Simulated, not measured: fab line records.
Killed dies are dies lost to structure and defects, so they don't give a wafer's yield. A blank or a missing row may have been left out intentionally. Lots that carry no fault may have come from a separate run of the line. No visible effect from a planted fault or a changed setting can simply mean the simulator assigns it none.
Chamber matching | flow n5 finfet | 4 sister chambers for N5_SDB_ALD_29 on ald sin-02
The step deposits SiNx, target thk 30 nm, pulse time 1 s, ald cycles 600. 7 wafers are shown with their chamber, then 7 later ones without.

== WAFERS WITH THEIR CHAMBER ==
wafer  | chamber | heater power w (W) | precursor pulse height rel
L075.6 | 2       | 816                | 1.000
L080.3 | 2       | 798                | 1.030
L080.4 | 1       | 745                | 1.028
L085.2 | 0       | 840                | 0.999
L085.5 | 3       | 1015               | 1.003
L087.2 | 3       | 1008               | 1.013
L087.5 | 0       | 838                | 0.960

== WAFERS WHOSE CHAMBER IS MISSING ==
wafer  | heater power w (W) | precursor pulse height rel
L087.6 | 1022               | 0.999
L090.2 | 812                | 0.994
L090.4 | 986                | 0.996
L090.6 | 860                | 1.003
L094.2 | 749                | 1.010
L094.3 | 1002               | 1.009
L094.5 | 771                | 1.027

== EACH ONE'S CHAMBER ==
wafer  | from the rows above     | in truth
L087.6 | 3                       | 3
L090.2 | 2                       | 2
L090.4 | 3                       | 3
L090.6 | 0                       | 0
L094.2 | 1                       | 1
L094.3 | 3                       | 3
L094.5 | can't be placed: 1 or 2 | 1
Correctly placed: 6 of 7. Cannot be placed on the basis of these rows: 1; the candidates contain the true chamber in 1. Placed wrongly: 0.
How it was worked out, from the rows above alone: a wafer's distance from a chamber is the root of the sum, over the readings, of the square of ((its reading less the chamber's mean) divided by the reading's scatter). The wafer belongs to the nearest chamber; if the next one is less than 2 further off, it can't be placed. The mean given for a chamber averages the wafers shown for that chamber. The scatter: take each reading less its chamber's mean, square it, sum over the shown wafers, divide by the number of wafers less the number of chambers, and take the root.
